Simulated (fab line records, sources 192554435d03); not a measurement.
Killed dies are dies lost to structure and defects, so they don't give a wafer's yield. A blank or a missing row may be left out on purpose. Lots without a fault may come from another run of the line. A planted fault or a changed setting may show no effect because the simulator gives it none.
Split-lot experiment | flow n5_finfet | 7 lots, 21 wafers read, on a route of 1938 steps

THE SPLIT
At N5_DUMMY_GATE_COAT_28 (time 60 s, resist thk 10 nm), the setting spin_rpm was moved away from the recipe's 1500 rpm on 10 of the 21 wafers read, by -8.3% to +7.2%. The other wafers ran this setting at the recipe's value.

The reading is taken at the split's own step.

THE READING
underlayer_of_DUMMY_GATE_COAT_28.thk_nm (the simulator's own value, which no gauge read), in nm, at N5_DUMMY_GATE_COAT_28 (time 60 s, resist thk 10 nm). The file gives no usual value for it.

wafer  | tool, chamber at the split | spin_rpm as run, rpm | against the recipe | underlayer_of_DUMMY_GATE_COAT_28.thk_nm, nm | against lot-mates on the recipe
L074.1 | litho_track-03, 0          | 1500                 | recipe             | 10                                          | -
L074.4 | litho_track-03, 0          | 1500                 | recipe             | 10                                          | -
L074.5 | litho_track-03, 0          | 1500                 | recipe             | 10                                          | -
L079.3 | litho_track-05, 0          | 1500                 | recipe             | 10                                          | -
L079.4 | litho_track-05, 0          | 1500                 | recipe             | 10                                          | -
L079.5 | litho_track-05, 0          | 1546                 | +3.1%              | 9.8                                         | -0.2
L080.1 | litho_track-01, 0          | 1500                 | recipe             | 10                                          | -
L080.3 | litho_track-01, 0          | 1500                 | recipe             | 10                                          | -
L080.5 | litho_track-01, 0          | 1408                 | -6.1%              | 10.4                                        | +0.4
L082.2 | litho_track-01, 0          | 1500                 | recipe             | 10                                          | -
L082.4 | litho_track-01, 0          | 1500                 | recipe             | 10                                          | -
L082.6 | litho_track-01, 0          | 1574                 | +4.9%              | 9.8                                         | -0.2
L083.2 | litho_track-01, 0          | 1608                 | +7.2%              | 9.8                                         | no lot-mate on the recipe
L083.4 | litho_track-01, 0          | 1608                 | +7.2%              | 9.6                                         | no lot-mate on the recipe
L083.6 | litho_track-01, 0          | 1608                 | +7.2%              | 9.6                                         | no lot-mate on the recipe
L088.2 | litho_track-03, 0          | 1411                 | -5.9%              | 10.4                                        | +0.4
L088.4 | litho_track-03, 0          | 1411                 | -5.9%              | 10.4                                        | +0.4
L088.3 | litho_track-03, 0          | 1500                 | recipe             | 10                                          | -
L095.2 | litho_track-01, 0          | 1376                 | -8.3%              | 10.4                                        | +0.4
L095.6 | litho_track-01, 0          | 1376                 | -8.3%              | 10.4                                        | +0.4
L095.3 | litho_track-01, 0          | 1500                 | recipe             | 10                                          | -

THE FIT
A straight line over all 21 wafers: underlayer_of_DUMMY_GATE_COAT_28.thk_nm changes by -0.0519 nm for each +1% of spin_rpm; r = -0.98; the points scatter about the line by 0.054 nm.
The same after taking each lot's own level away (the mean of its wafers on the recipe; 18 wafers): -0.0545 nm for each +1%; r = -0.98; scatter 0.04 nm.
On that fit, the largest move of spin_rpm shifts the reading by 0.45 nm.
The lots' own levels span 10.00 to 10.00 nm.
So the lot-to-lot level changes the slope little: the two slopes agree.
Check: with one of the wafers moved furthest among these (-8.3%) left out of the fit, the line predicts +0.479 nm for it against its lot-mates. It came out at +0.4 nm against them.

OTHER SPLITS ON THESE WAFERS
These wafers also went through other splits before the reading. Each is held against what the fit with the lots' levels taken away leaves over:
other split on the same wafers            | wafers away from the commonest value | r with underlayer_of_DUMMY_GATE_COAT_28.thk_nm (lot level and that fit taken away)
N5_WELL_APT_PEB_06 peb_time_s             | 6                                    | -0.14
N5_PMOS_HMC_CHANNEL_EPI_PEB_07 peb_time_s | 6                                    | +0.17
N5_PMOS_HMC_CHANNEL_EPI_ETCH_32 bias_w    | 2                                    | +0.00
N5_FIN_CUT_EXPOSE_05 dose_mj              | 5                                    | +0.43

THE FILE'S OWN FIT
underlayer_of_DUMMY_GATE_COAT_28.thk_nm changes by -0.0557 nm for each +1% of spin_rpm, r = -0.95.
